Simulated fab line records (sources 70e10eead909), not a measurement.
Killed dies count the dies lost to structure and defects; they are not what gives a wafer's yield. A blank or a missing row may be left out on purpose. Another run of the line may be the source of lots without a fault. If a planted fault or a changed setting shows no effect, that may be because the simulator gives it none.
Chamber matching :: flow nand_harc :: 4 sister chambers for NHARC_A_CHANNEL_FILL_D2_ETCHBACK_20 on rie_diel-13
The step etches the open film in C4F8/O2/Ar, target depth 27 nm, time 13.5 s. 4 wafers are shown with their chamber, then 12 later ones without.

WAFERS, EACH WITH ITS CHAMBER
wafer: L088.1
chamber: 3
rf_vpp_V (V): 973

wafer: L088.4
chamber: 0
rf_vpp_V (V): 979

wafer: L089.4
chamber: 1
rf_vpp_V (V): 986

wafer: L089.5
chamber: 2
rf_vpp_V (V): 977

WAFERS MISSING THEIR CHAMBER
wafer: L092.2
rf_vpp_V (V): 974

wafer: L092.4
rf_vpp_V (V): 980

wafer: L092.5
rf_vpp_V (V): 980

wafer: L095.1
rf_vpp_V (V): 974

wafer: L095.2
rf_vpp_V (V): 988

wafer: L095.3
rf_vpp_V (V): 979

wafer: L095.4
rf_vpp_V (V): 977

wafer: L095.5
rf_vpp_V (V): 977

wafer: L095.6
rf_vpp_V (V): 988

wafer: L097.2
rf_vpp_V (V): 978

wafer: L097.3
rf_vpp_V (V): 987

wafer: L097.6
rf_vpp_V (V): 978

WHICH CHAMBER EACH WENT THROUGH
wafer: L092.2
from the rows above: can't be placed: 3 or 2
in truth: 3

wafer: L092.4
from the rows above: can't be placed: 0 or 2
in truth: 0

wafer: L092.5
from the rows above: can't be placed: 0 or 2
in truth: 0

wafer: L095.1
from the rows above: can't be placed: 3 or 2
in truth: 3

wafer: L095.2
from the rows above: 1
in truth: 1

wafer: L095.3
from the rows above: can't be placed: 0 or 2
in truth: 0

wafer: L095.4
from the rows above: can't be placed: 2 or 0
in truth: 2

wafer: L095.5
from the rows above: can't be placed: 2 or 0
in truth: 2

wafer: L095.6
from the rows above: 1
in truth: 1

wafer: L097.2
from the rows above: can't be placed: 0 or 2
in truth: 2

wafer: L097.3
from the rows above: 1
in truth: 1

wafer: L097.6
from the rows above: can't be placed: 0 or 2
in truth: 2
Placed correctly: 3 of 12. Cannot be placed on the basis of these rows: 9; the candidates contain the true chamber in 9. Placed wrongly: 0.
How it was worked out, from the rows above alone: a wafer's distance from a chamber is the root of the sum, over the readings, of the square of ((its reading less the chamber's mean) divided by the reading's scatter). If the next closest chamber is less than 2 further off than the closest, the wafer can't be placed; otherwise it belongs to the closest. Each chamber's mean is taken over the wafers shown for it. The scatter: root of mean squared gap, hidden wafer to nearest shown wafer, with one shown wafer a chamber.
